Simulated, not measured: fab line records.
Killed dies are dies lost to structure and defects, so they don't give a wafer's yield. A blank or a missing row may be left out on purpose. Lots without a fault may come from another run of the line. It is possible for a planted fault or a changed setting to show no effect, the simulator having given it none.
Split-lot experiment ; flow n5 finfet ; 21 wafers read across 7 lots, on a route 1938 steps long

ON THE SPLIT
At N5_BEOL_M0_CUTY_EXPOSE_54 (exposes mask M0 ABLK), the setting dose mj was moved away from the recipe's 36 on 8 of the 21 wafers read, by -6.6% to -3.4%. The other wafers ran this setting at the recipe's value.

FROM THE SPLIT TO THE READING: what the file shows between them, 4 steps
- N5_BEOL_M0_CUTY_PEB_55: peb time 60 s
- N5_BEOL_M0_CUTY_DEVELOP_56: develop time 30 s
- N5_BEOL_M0_CUTY_DESCUM_61: chemistry O2, time 7.9 s
- N5_BEOL_M0_CUTY_ETCH_62: etches SiARC in CF4, time 58.5 s

THE READING
BEOL_M0_CUTY.cd offset nm (the simulator's own value, which no gauge read), in nm, at N5_BEOL_M0_CUTY_ETCH_63 (etches SOC in N2/H2, target depth 82.7 nm, overetch 16.5 nm, time 124 s). No usual value for it is given in the file. Across the 13 wafers here that went through the recipe, the average is -0.3 nm and the standard deviation 0.69 nm.

wafer;tool, chamber at the split;dose mj as run;against the recipe;BEOL_M0_CUTY.cd offset nm, nm;against lot-mates on the recipe
L074.2;arfi scanner-03, 0;36;recipe;-0.4;-
L074.5;arfi scanner-03, 0;36;recipe;0.2;-
L074.6;arfi scanner-03, 0;36;recipe;1;-
L076.2;arfi scanner-02, 0;36;recipe;-1;-
L076.3;arfi scanner-02, 0;36;recipe;-0.6;-
L076.5;arfi scanner-02, 0;36;recipe;0;-
L082.1;arfi scanner-03, 0;36;recipe;-1;-
L082.3;arfi scanner-03, 0;36;recipe;0.4;-
L082.6;arfi scanner-03, 0;33.64;-6.6%;2.8;+3.1
L083.1;arfi scanner-01, 0;36;recipe;0;-
L083.2;arfi scanner-01, 0;36;recipe;-0.2;-
L083.6;arfi scanner-01, 0;36;recipe;0.4;-
L084.1;arfi scanner-01, 0;34.49;-4.2%;3.4;+4.8
L084.5;arfi scanner-01, 0;34.49;-4.2%;3.4;+4.8
L084.6;arfi scanner-01, 0;36;recipe;-1.4;-
L085.2;arfi scanner-02, 0;34.49;-4.2%;1.8;+3.0
L085.3;arfi scanner-02, 0;34.49;-4.2%;2.4;+3.6
L085.6;arfi scanner-02, 0;36;recipe;-1.2;-
L086.1;arfi scanner-01, 0;34.78;-3.4%;2;no lot-mate on the recipe
L086.2;arfi scanner-01, 0;34.78;-3.4%;3.4;no lot-mate on the recipe
L086.3;arfi scanner-01, 0;34.78;-3.4%;1.2;no lot-mate on the recipe

THE FIT
A straight line over all 21 wafers: BEOL_M0_CUTY.cd offset nm changes by -0.64 nm for each +1% of dose mj; r = -0.87; the points scatter about the line by 0.81 nm.
The same after taking each lot's own level away (the mean of its wafers on the recipe; 18 wafers): -0.761 nm for each +1%; r = -0.90; scatter 0.85 nm.
That fit puts the effect of the largest move of dose mj on the reading at 5 nm.
Measured against the standard deviation above, the lots' own levels, which go from -1.40 to 0.27 nm, span 2.4 times it.
Hence the slope depends on the lot-to-lot level, as the two fits are not the same.
Check: with one of the wafers moved furthest among these (-6.6%) left out of the fit, the line predicts +6.33 nm for it against its lot-mates. It came out at +3.1 nm against them.

OTHER SPLITS ON THESE WAFERS
Other splits were also applied to these wafers ahead of the reading. Each is held against what the fit with the lots' levels taken away leaves over:
other split on the same wafers;wafers away from the commonest value;r with BEOL_M0_CUTY.cd offset nm (lot level and that fit taken away)
N5_SD_EPI_N_DEVELOP_08 develop time s;9;-0.23
N5_SDB_ALD_29 ald cycles;7;+0.01
N5_HKMG_FIN_PEB_10 peb time s;4;+0.37
N5_HKMG_FIN_ETCH_35 source w;7;+0.14
N5_MOL_CONTACT_COAG_COAT_64 spin rpm;7;+0.23
N5_BEOL_M0_SAQP_PECVD_97 time s;10;-0.15
N5_BEOL_M0_CUTY_COAT_51 spin rpm;7;+0.00

FILE'S OWN FIT
BEOL_M0_CUTY.cd offset nm changes by -0.695 nm for each +1% of dose mj, r = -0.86.
